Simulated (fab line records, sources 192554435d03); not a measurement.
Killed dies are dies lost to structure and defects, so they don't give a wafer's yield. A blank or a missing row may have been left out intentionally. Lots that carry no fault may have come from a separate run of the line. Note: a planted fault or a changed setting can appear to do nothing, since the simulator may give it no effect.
fab line records	flow n5_finfet
[record] lots = 8	wafers = 22	last_day = 21
route steps=1938 shown GATE_CUT@491 BEOL_M4@1111 PASSIVATION@1936
lots that met no fault: from a run of the same line without faults
start_h: hours from the record's first day to the start of the lot's first wafer shown	wait_h: how many hours have passed since the lot's step before this one	" same as the row above	L1.1+2: several wafers, shown together as one row	- no value, or no start was given	* or withheld: withheld	< > ~ a bound
route shown NAME@n: a module of which the file shows steps, and the number in the route of the first	usual: mean/standard deviation taken from wafers without a fault	same: alike in all rows	chamber/n: place in a boat	sites: per-site readings	_std_site: how widely they spread, as a standard deviation	_edge_site: mean of outer sites minus mean of inner sites	radius_mm: how far each site lies from the wafer's centre	mask NAME#n: copy n	behind: tool/chamber where the wafer was last shaped	hold: cause of the lot's hold/its duration in hours/its outcome	device: which transistor (n, p or np) failed to switch	end of line: the route-end tests of the same wafers	where a step has no rows: the recipe by itself	killed: not the wafer's yield, but the dies lost to structure and defects at the first sort	map: per-die view of a wafer (x killed, . not killed, _ where there is no die)
set.NAME: the run value of the setting; set.NAME@STEP: its run value at that earlier step	model.NAME: the simulator's own value behind a step, which no gauge read
the route's steps for a sample of lots (tables are steps, rows are wafers)
services: from which hour (start_h, from the record's first day; less than 0 if before it) a tool's chamber was out of use, for how many hours, and why
[[steps]]
[step N5_GATE_CUT_ETCH_28]
[recipe] chemistry = N2/H2	target = underlayer	target_depth_a = 130	mask_material = CAR-EUV	time_s = 10.4	ion_energy_ev = 200	pressure_mtorr = 30	source_w = 840	bias_w = 150	n2_flow_sccm = 200	h2_flow_sccm = 200	ends = cleared
[usual] bias_w = 150.0/0.45	chamber_pressure_mTorr = 30.00/0.033	drypump_motor_current_A = 5.7/0.39	etch_rf_on_time_s = 10.40/0.28	h2_flow_sccm = 200.0/0.65	oes_product_au = 0.65/0.059	rf_fwd_power_W = 819.0/2.3	rf_vpp_V = 523.4/2.7	showerhead_plenum_p_Torr = 2.52/0.096	throttle_valve_pct = 17.9/0.32
lot.wafer	tool	chamber	start_h	wait_h	bias_w	chamber_pressure_mTorr	drypump_motor_current_A	etch_rf_on_time_s	h2_flow_sccm	oes_product_au	rf_fwd_power_W	rf_hours_counter_h	rf_vpp_V	showerhead_plenum_p_Torr	throttle_valve_pct
L574.3	rie_diel-06	3	93.17	0.0	149.7	30.10	5.4	10.51	201.0	0.59	818.9	230	519.6	2.42	18.5
L574.4	"	2	"	"	149.8	29.98	5.8	10.45	201.2	0.64	819.2	141	528.1	2.65	17.4
L574.5	"	3	"	"	149.8	30.00	5.4	10.48	201.2	0.58	818.6	-	520.0	2.42	18.5
L578.1	rie_diel-06	0	111.22	0.0	150.4	30.02	5.7	10.72	199.6	0.59	819.5	240	522.4	2.49	17.7
L578.4	"	1	"	"	149.9	30.03	5.7	10.46	199.9	0.69	819.9	110	521.3	2.43	18.0
L578.6	"	3	"	"	150.7	29.97	5.4	10.48	200.0	0.58	817.3	-	520.3	2.42	18.5
L584.1	rie_diel-03	0	150.78	0.0	150.2	30.04	5.2	10.52	200.0	0.58	819.7	232	523.3	2.50	18.1
L584.3	"	2	"	"	150.3	29.96	6.0	10.24	199.1	0.62	819.1	176	521.9	2.43	17.6
L584.5	"	1	"	"	150.7	30.05	5.9	10.05	200.5	0.63	817.3	-	526.1	2.63	17.8
L586.3	rie_diel-06	2	161.13	0.0	150.1	29.99	5.8	10.58	199.4	0.62	819.9	159	525.8	2.64	17.4
L586.5	"	2	"	"	150.1	30.00	5.8	10.57	200.2	0.63	818.8	-	526.3	2.64	17.4
L586.6	"	1	"	"	149.5	30.04	5.6	10.38	199.8	0.67	820.8	-	520.7	2.42	18.0
L590.2	rie_diel-03	2	181.64	0.0	150.3	29.98	6.0	10.04	200.2	0.62	817.8	187	518.8	2.42	17.6
L590.6	"	1	"	"	149.7	30.01	5.9	10.10	199.2	0.63	817.7	-	525.7	2.62	17.9
L593.3	rie_diel-03	0	198.04	0.0	149.6	29.98	5.2	10.45	199.5	0.57	818.9	250	522.7	2.49	18.1
L593.6	"	1	"	"	150.5	30.01	5.9	9.96	200.7	0.63	820.5	-	525.1	2.62	17.9
L596.1	rie_diel-06	1	215.83	0.0	150.7	29.96	5.7	10.37	199.7	0.66	822.2	147	522.5	2.41	18.1
L596.5	"	0	"	"	150.0	30.04	5.7	10.29	198.8	0.81	816.9	-	522.1	2.48	17.3
L596.6	"	1	"	"	150.4	29.98	5.7	10.35	199.4	0.67	820.4	-	522.0	2.41	18.1
L597.2	rie_diel-06	3	226.17	0.0	150.6	30.00	5.4	10.41	199.2	0.81	815.3	7	527.5	2.72	18.1
L597.3	"	1	"	"	150.2	30.02	5.7	10.35	200.6	0.66	819.4	151	520.7	2.41	18.1
L597.6	"	3	"	"	150.4	29.98	5.4	10.42	199.4	0.82	816.2	-	527.9	2.72	18.1
[step N5_GATE_CUT_CUT_ETCH_53]
[recipe] chemistry = SF6/Cl2	target = W	mask_material = SiO2	target_depth_a = 792	pressure_mtorr = 8	icp_w = 900	bias_w = 80	SF6_flow_sccm = 40	Cl2_flow_sccm = 60	ends = cleared
[usual] SF6_flow_sccm = 40.00/0.14	bias_w = 79.94/0.22	chamber_pressure_mTorr = 8.001/0.0074	drypump_motor_current_A = 6.0/0.45	etch_rf_on_time_s = 26.1/0.61	oes_product_au = 0.67/0.061	rf_fwd_power_W = 879/3.4	throttle_valve_pct = 28.8/0.31
lot.wafer	tool	chamber	start_h	wait_h	SF6_flow_sccm	bias_w	chamber_pressure_mTorr	drypump_motor_current_A	etch_rf_on_time_s	oes_product_au	rf_fwd_power_W	rf_hours_counter_h	throttle_valve_pct
L574.3	rie_metal-02	1	93.54	0.1	39.98	80.32	7.998	5.5	26.6	0.64	879	-	29.1
L574.4	"	0	"	"	40.12	80.10	8.008	5.4	26.4	0.73	881	-	28.7
L574.5	"	1	"	"	40.10	80.14	8.007	5.5	26.6	0.63	882	-	29.1
L578.1	rie_metal-02	0	111.58	0.1	39.84	79.88	8.009	5.4	25.9	0.74	882	32	28.7
L578.4	"	0	"	"	39.98	79.73	8.011	5.4	25.9	0.73	885	-	28.7
L578.6	"	1	"	"	40.10	79.60	8.001	5.5	26.6	0.63	878	-	29.0
L584.1	rie_metal-02	1	151.15	0.1	40.05	80.12	7.982	5.4	33.6	0.55	666	87	29.1
L584.3	"	1	"	"	40.09	79.62	7.991	5.5	33.4	0.55	667	-	29.1
L584.5	"	0	"	"	39.96	79.96	8.005	5.4	25.5	0.73	877	-	28.7
L586.3	rie_metal-02	0	161.51	0.1	40.01	80.27	8.004	5.4	26.1	0.72	882	-	28.7
L586.5	"	1	"	"	39.71	79.99	7.996	5.4	33.7	0.55	667	-	29.0
L586.6	"	0	"	"	40.08	79.81	8.003	5.4	26.0	0.72	883	-	28.7
L590.2	rie_metal-03	1	182.00	0.1	40.19	80.30	8.000	6.5	25.8	0.58	885	114	29.2
L590.6	"	0	"	"	39.91	79.95	7.999	5.7	27.0	0.71	880	-	28.8
L593.3	rie_metal-03	1	198.42	0.1	39.73	79.82	7.988	6.5	25.7	0.58	880	-	29.2
L593.6	"	1	"	"	39.70	79.44	8.007	6.5	25.5	0.58	869	-	29.2
L596.1	rie_metal-01	1	216.19	0.1	40.01	79.89	8.013	6.3	25.2	0.66	881	79	28.9
L596.5	"	0	"	"	40.28	79.88	8.000	6.4	26.6	0.73	884	-	28.2
L596.6	"	1	"	"	40.00	79.66	8.002	6.3	25.3	0.66	880	-	28.9
L597.2	rie_metal-01	0	226.53	0.1	40.11	79.89	8.009	6.4	26.3	0.72	878	31	28.2
L597.3	"	1	"	"	40.25	80.11	7.998	6.3	24.9	0.66	874	-	28.9
L597.6	"	1	"	"	40.05	80.05	8.004	6.3	24.8	0.66	873	-	28.9
[step N5_GATE_CUT_CUT_ETCH_54]
[recipe] chemistry = Cl2/BCl3	target = TiN	mask_material = SiO2	target_depth_a = 967	pressure_mtorr = 10	icp_w = 1000	bias_w = 126	Cl2_flow_sccm = 53.25	bcl3_flow_sccm = 21.75	Ar_flow_sccm = 25	ends = cleared
[usual] bias_w = 126.0/0.36	chamber_pressure_mTorr = 10.001/0.0089	drypump_motor_current_A = 6.0/0.45	etch_rf_on_time_s = 36.4/0.92	oes_product_au = 0.68/0.061	rf_fwd_power_W = 981/5	throttle_valve_pct = 22.18/0.3
lot.wafer	tool	chamber	start_h	wait_h	bias_w	chamber_pressure_mTorr	drypump_motor_current_A	etch_rf_on_time_s	oes_product_au	rf_fwd_power_W	rf_hours_counter_h	throttle_valve_pct
L574.3	rie_metal-02	1	93.60	0.0	125.8	9.987	5.4	37.1	0.63	983	-	22.58
L574.4	"	0	"	"	125.9	9.988	5.4	36.3	0.73	985	-	22.18
L574.5	"	1	"	"	126.0	10.003	5.4	37.0	0.63	983	-	22.57
L578.1	rie_metal-02	0	111.64	0.0	125.9	10.006	5.4	36.2	0.73	985	32	22.16
L578.4	"	0	"	"	126.0	9.992	5.4	36.5	0.73	980	-	22.17
L578.6	"	1	"	"	126.0	9.987	5.4	37.4	0.63	986	-	22.58
L584.1	rie_metal-02	1	151.21	0.0	125.7	10.018	5.4	37.0	0.62	983	87	22.58
L584.3	"	1	"	"	125.3	9.997	5.5	37.0	0.63	987	-	22.58
L584.5	"	0	"	"	126.1	10.002	5.4	36.0	0.73	984	-	22.16
L586.3	rie_metal-02	0	161.57	0.0	125.9	10.010	5.4	36.1	0.73	989	-	22.19
L586.5	"	1	"	"	126.1	10.010	5.4	36.8	0.63	981	-	22.57
L586.6	"	0	"	"	125.8	9.998	5.4	36.1	0.73	988	-	22.17
L590.2	rie_metal-03	1	182.06	0.0	126.5	10.003	6.5	35.6	0.58	978	114	22.39
L590.6	"	0	"	"	125.8	9.998	5.7	37.3	0.72	976	-	22.21
L593.3	rie_metal-03	1	198.48	0.0	126.3	9.997	6.5	35.6	0.58	984	-	22.38
L593.6	"	1	"	"	126.3	10.002	6.5	35.6	0.58	975	-	22.39
L596.1	rie_metal-01	1	216.25	0.0	126.0	9.987	6.3	34.4	0.67	980	79	22.07
L596.5	"	0	"	"	126.9	10.007	6.4	37.0	0.73	987	-	21.56
L596.6	"	1	"	"	126.0	9.999	6.3	34.6	0.66	978	-	22.10
L597.2	rie_metal-01	0	226.59	0.0	125.4	9.993	6.4	36.6	0.73	985	32	21.57
L597.3	"	1	"	"	125.7	9.989	6.3	34.3	0.67	985	-	22.11
L597.6	"	1	"	"	126.3	9.978	6.3	34.5	0.67	986	-	22.10
[step N5_GATE_CUT_CUT_ETCH_55]
[recipe] chemistry = BCl3	target = HfO2	mask_material = SiO2	target_depth_a = 32	ion_energy_ev = 30	pressure_mtorr = 5	icp_w = 450	bias_w = 18	bcl3_flow_sccm = 80
[usual] bias_w = 18.01/0.051	chamber_pressure_mTorr = 5.000/0.0047	drypump_motor_current_A = 6.0/0.46	oes_product_au = 0.75/0.072	rf_fwd_power_W = 441.2/2.4	throttle_valve_pct = 33.1/0.57
lot.wafer	tool	chamber	start_h	wait_h	bias_w	chamber_pressure_mTorr	drypump_motor_current_A	oes_product_au	rf_fwd_power_W	rf_hours_counter_h	throttle_valve_pct
L574.3	rie_metal-02	1	93.65	0.0	18.07	4.996	5.4	0.71	444.0	-	33.2
L574.4	"	0	"	"	18.01	4.998	5.4	0.81	444.3	-	33.2
L574.5	"	1	"	"	18.08	4.999	5.5	0.72	443.0	-	33.1
L578.1	rie_metal-02	0	111.70	0.0	17.96	5.003	5.4	0.81	443.8	32	33.3
L578.4	"	0	"	"	17.99	5.003	5.4	0.81	443.8	-	33.3
L578.6	"	1	"	"	18.07	5.002	5.4	0.71	443.3	-	33.2
L584.1	rie_metal-02	1	151.27	0.0	18.06	4.991	5.4	0.71	441.5	87	33.2
L584.3	"	1	"	"	18.08	5.006	5.4	0.70	442.3	-	33.2
L584.5	"	0	"	"	18.06	5.003	5.4	0.81	444.8	-	33.3
L586.3	rie_metal-02	0	161.62	0.0	17.92	5.005	5.4	0.80	442.6	-	33.2
L586.5	"	1	"	"	18.06	5.005	5.4	0.70	441.0	-	33.2
L586.6	"	0	"	"	17.88	4.997	5.4	0.80	444.1	-	33.2
L590.2	rie_metal-03	1	182.12	0.0	18.05	5.002	6.5	0.63	435.8	114	33.7
L590.6	"	0	"	"	18.00	5.003	5.7	0.81	440.0	-	32.8
L593.3	rie_metal-03	1	198.53	0.0	18.00	4.992	6.5	0.63	437.9	-	33.8
L593.6	"	1	"	"	18.07	4.997	6.5	0.64	438.5	-	33.8
L596.1	rie_metal-01	1	216.31	0.0	17.93	5.005	6.3	0.72	441.9	79	33.4
L596.5	"	0	"	"	18.05	5.001	6.4	0.82	441.9	-	31.9
L596.6	"	1	"	"	17.90	4.999	6.3	0.72	441.3	-	33.4
L597.2	rie_metal-01	0	226.65	0.0	17.97	5.001	6.4	0.81	443.3	32	31.9
L597.3	"	1	"	"	18.04	5.001	6.3	0.72	443.5	-	33.4
L597.6	"	1	"	"	18.00	4.997	6.3	0.72	443.5	-	33.4
[step N5_BEOL_M4_RC_MEAS_101]
[usual] DIBL_N = 37.7/2	DIBL_P = 37.7/2.3	IOFF_N = 0.18/0.039	IOFF_P = 0.23/0.042	ION_N = 681/12	ION_P = 463/8	SS_N = 71.9/0.68	SS_P = 73.6/0.71	VT_N = 248/3.2	VT_P = -249/3.1
lot.wafer	tool	chamber	start_h	wait_h	DIBL_N[mV/V]	DIBL_P[mV/V]	IOFF_N[nA/um]	IOFF_P[nA/um]	ION_N[uA/um]	ION_P[uA/um]	SS_N[mV/dec]	SS_P[mV/dec]	VT_N[mV]	VT_P[mV]
L574.3	prober-01	0	271.29	0.3	36.6	36.6	0.17	0.24	669	464	72.1	72.7	249	-245
L574.4	"	0	"	"	38.5	38.0	0.20	0.25	675	460	72.3	73.1	248	-243
L574.5	"	0	"	"	40.1	42.1	0.26	0.36	688	471	72.8	73.9	243	-241
L578.1	prober-01	0	278.27	0.0	36.2	35.5	0.13	0.16	658	441	72.6	73.6	254	-256
L578.4	"	0	"	"	37.5	38.0	0.16	0.20	679	457	72.2	72.6	251	-254
L578.6	"	0	"	"	41.2	40.8	0.24	0.24	677	452	72.4	74.0	245	-250
L584.1	prober-02	0	323.10	0.0	34.1	34.6	0.14	0.18	668	453	70.5	72.2	250	-252
L584.3	"	0	"	"	36.3	37.9	0.19	0.24	697	472	72.3	73.2	247	-248
L584.5	"	0	"	"	34.2	35.2	0.16	0.19	689	470	71.6	73.5	247	-249
L586.3	prober-02	0	327.06	0.3	40.5	39.8	0.25	0.26	689	464	72.8	74.4	242	-247
L586.5	"	0	"	"	34.8	32.8	0.13	0.16	669	452	70.7	72.4	250	-253
L586.6	"	0	"	"	39.7	38.2	0.21	0.23	681	462	72.7	73.4	246	-252
L590.2	prober-02	0	358.24	0.2	37.4	38.8	0.16	0.23	663	454	71.4	74.0	254	-251
L590.6	"	0	"	"	36.1	37.4	0.15	0.20	674	456	71.9	73.9	252	-252
L593.3	prober-01	0	378.16	0.3	38.2	38.9	0.19	0.24	685	466	71.8	73.5	246	-248
L593.6	"	0	"	"	33.5	32.8	0.11	0.16	674	461	70.6	72.8	254	-255
L596.1	prober-02	0	389.10	0.0	39.4	38.3	0.22	0.26	685	469	73.2	73.9	245	-247
L596.5	"	0	"	"	36.0	34.0	0.17	0.19	680	459	71.6	72.8	249	-251
L596.6	"	0	"	"	38.5	39.8	0.22	0.30	688	471	71.4	73.6	244	-246
L597.2	prober-02	0	402.43	0.2	36.5	36.5	0.16	0.26	662	460	71.5	73.6	250	-245
L597.3	"	0	"	"	33.3	31.9	0.12	0.17	680	463	70.8	73.0	248	-251
L597.6	"	0	"	"	36.9	37.3	0.19	0.26	686	475	72.2	74.0	248	-246
[step N5_PASSIVATION_PROBE_49]
[usual] defect_limited_yield = 91.1/1.4	killed_at_M0_to_M3 = 34/9.6	killed_at_M4_up = 15/5.3	killed_at_contacts = 12/6.1	killed_at_front_end = 40/11	killed_at_other = 3.5/2.8	killed_dies = 105/17	killed_open = 70/12	killed_short = 34/7.7	sort_bin_5_function = 5.2/0.97	sort_bin_6_memory = 3.4/0.62	sort_bin_8_speed = 0.00/0.023	sort_n_pass = 1075/17	sort_yield_pct = 91.1/1.4
[same] gross_dies = 1180	killed_at_back_side = 0	sort_bin_4_leakage[%] = 0
lot.wafer	tool	chamber	start_h	wait_h	defect_limited_yield[%]	killed_at_M0_to_M3	killed_at_M4_up	killed_at_contacts	killed_at_front_end	killed_at_other	killed_dies	killed_open	killed_short	sort_bin_5_function[%]	sort_bin_6_memory[%]	sort_bin_8_speed[%]	sort_n_pass	sort_yield_pct[%]
L574.3	prober-02	-	384.88	0.1	92.6	29	13	14	28	3	87	59	27	4.9	2.3	0	1093	92.6
L574.4	prober-02	-	384.93	0.2	90.6	38	20	10	42	1	111	68	40	5.4	3.7	0	1069	90.6
L574.5	prober-02	-	384.98	0.2	90.8	42	12	16	38	1	109	71	37	4.9	3.7	0	1071	90.8
L586.3	prober-01	-	433.54	0.1	90.8	32	21	21	30	5	109	74	34	5.8	3.3	0	1071	90.8
L586.5	prober-01	-	433.64	0.2	90.8	45	13	13	36	2	109	75	34	5.4	3.5	0	1071	90.8
L586.6	prober-01	-	433.69	0.3	92.5	32	20	21	16	0	89	62	27	4.3	3.1	0	1091	92.5
L593.3	prober-01	-	480.44	0.1	89.4	43	13	12	55	2	125	84	41	5.3	5.2	0	1055	89.4
L596.1	prober-02	-	501.33	0.3	92.5	20	13	8	42	6	89	55	32	4.3	2.9	0	1091	92.5
L596.5	prober-02	-	501.53	0.5	90.8	46	8	6	43	5	108	62	45	4.9	3.6	0	1072	90.8
L596.6	prober-02	-	501.58	0.5	90.6	34	12	7	53	5	111	71	39	6.0	3.1	0	1069	90.6
// killed by level:class
L574.3 MOL_CONTACT_COAG:geometric_particle:open=8 BEOL_M0_SAQP:geometric_particle:short=8 FIN_SAQP:geometric_particle:open=7 BEOL_M0_SAQP:geometric_particle:open=7 DUMMY_GATE:geometric_particle:open=6 MOL_CONTACT_COAG:geometric_particle:short=6 BEOL_M4:geometric_particle:open=6 BEOL_M0:geometric_particle:open=5
L574.4 FIN_SAQP:geometric_particle:open=13 BEOL_M3:geometric_particle:open=10 FIN_SAQP:geometric_particle:short=8 BEOL_M4:geometric_particle:open=8 BEOL_M0_SAQP:geometric_particle:short=8 MOL_CONTACT_COAG:geometric_particle:open=6 BEOL_M0_SAQP:geometric_particle:open=6 BEOL_M1:geometric_particle:open=6
L574.5 BEOL_M0_SAQP:geometric_particle:open=16 BEOL_M0_SAQP:geometric_particle:short=15 FIN_SAQP:geometric_particle:open=14 MOL_CONTACT_COAG:geometric_particle:open=13 FIN_SAQP:geometric_particle:short=9 BEOL_M4:geometric_particle:open=7 FIN_CUT:geometric_particle:open=4 MOL_CONTACT_COAG:geometric_particle:short=3
L586.3 MOL_CONTACT_COAG:geometric_particle:open=15 STI_FIN_REVEAL:geometric_particle:open=14 BEOL_M4:geometric_particle:open=13 BEOL_M3:geometric_particle:open=11 BEOL_M0_SAQP:geometric_particle:short=7 GATE_CUT:geometric_particle:short=6 MOL_CONTACT_COAG:geometric_particle:short=6 BEOL_M2:geometric_particle:open=6
L586.5 BEOL_M3:geometric_particle:open=18 BEOL_M2:geometric_particle:open=10 MOL_CONTACT_COAG:geometric_particle:open=9 GATE_CUT:geometric_particle:short=8 GATE_CUT:geometric_particle:open=6 BEOL_M0_SAQP:geometric_particle:open=6 BEOL_M4:geometric_particle:open=6 STI_FIN_REVEAL:geometric_particle:open=5
L586.6 MOL_CONTACT_COAG:geometric_particle:open=14 BEOL_M3:geometric_particle:open=12 BEOL_M4:geometric_particle:open=8 MOL_CONTACT_COAG:geometric_particle:short=7 BEOL_M2:geometric_particle:open=7 STI_FIN_REVEAL:geometric_particle:open=4 BEOL_M1:geometric_particle:open=4 BEOL_M5:geometric_particle:open=4
L593.3 STI_FIN_REVEAL:geometric_particle:open=13 MOL_CONTACT_COAG:geometric_particle:open=12 BEOL_M2:geometric_particle:open=12 FIN_SAQP:geometric_particle:short=9 BEOL_M0_SAQP:geometric_particle:open=8 BEOL_M0_SAQP:geometric_particle:short=8 BEOL_M4:geometric_particle:open=8 FIN_SAQP:geometric_particle:open=7
L596.1 FIN_SAQP:geometric_particle:open=8 STI_FIN_REVEAL:geometric_particle:open=7 BEOL_M3:geometric_particle:open=6 MOL_CONTACT_COAG:geometric_particle:open=5 BEOL_M0_SAQP:geometric_particle:short=5 BEOL_M4:geometric_particle:open=5 FIN_SAQP:geometric_particle:short=4 SPACER0:geometric_particle:short=4
L596.5 BEOL_M0_SAQP:geometric_particle:short=10 BEOL_M2:geometric_particle:open=10 FIN_SAQP:geometric_particle:short=7 BEOL_M0_SAQP:geometric_particle:open=7 BEOL_M3:geometric_particle:open=7 FIN_SAQP:geometric_particle:open=5 SPACER0:geometric_particle:short=5 SPACER0:geometric_particle:open=5
L596.6 FIN_SAQP:geometric_particle:short=14 BEOL_M1:geometric_particle:open=9 BEOL_M2:geometric_particle:open=8 STI_FIN_REVEAL:geometric_particle:open=7 STARTING-WAFER:geometric_particle:open=7 MOL_CONTACT_COAG:geometric_particle:open=5 FIN_SAQP:geometric_particle:open=4 DUMMY_GATE:geometric_particle:open=4
[[services]]
tool	chamber	start_h	hours	kind
rie_diel-06	-	82.88	0.7	repair
rie_diel-03	2	118.77	6.3	repair
rie_metal-01	0	124.30	5.3	repair
rie_metal-03	-	140.36	2.8	pm
rie_diel-06	0	152.53	-	clean
rie_diel-06	0	152.53	-	consumable_replace:focus_ring
rie_diel-06	0	152.53	21.1	scheduled_down
rie_diel-06	0	152.53	21.1	vent_cycle
rie_metal-02	1	166.21	4.4	repair
rie_metal-01	-	177.00	0.5	repair
rie_diel-06	3	179.10	4.1	repair
rie_diel-06	3	183.24	-	clean
rie_diel-06	3	183.24	-	consumable_replace:focus_ring
rie_diel-06	3	183.24	-	consumable_replace:showerhead
rie_diel-06	3	183.24	21.2	scheduled_down
rie_diel-06	3	183.24	21.2	vent_cycle
rie_diel-03	0	200.42	-	clean
rie_diel-03	0	200.42	-	consumable_replace:focus_ring
rie_diel-03	0	200.42	14.1	scheduled_down
rie_diel-03	0	200.42	14.1	vent_cycle
rie_metal-03	-	217.63	28.1	pm
[[key]]
[first_sign] step = N5_GATE_CUT_CUT_ETCH_53	reading = rf_fwd_power_W	direction = down	sigmas = 62	usual = *	struck = *
[effect] step = N5_GATE_CUT_CUT_ETCH_53	reading = etch_rf_on_time_s	direction = up	sigmas = 12	usual = *	struck = *
met_at N5_GATE_CUT_CUT_ETCH_53
struck_lots L584,L586
struck_wafers L584.1,L584.3,L586.5
not_acting_at N5_GATE_CUT_ETCH_28,N5_GATE_CUT_CUT_ETCH_54,N5_GATE_CUT_CUT_ETCH_55
onset_between 111.58 151.15
[fault] kind = process_parameter_drift	tool = rie_metal-02	chamber = 1	onset_h = 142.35	steps = N5_GATE_CUT_CUT_ETCH_53	channel = icp_w	offset = -216	shape = step	end_h = 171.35	acts_in = these_recipes_only	stated = 900
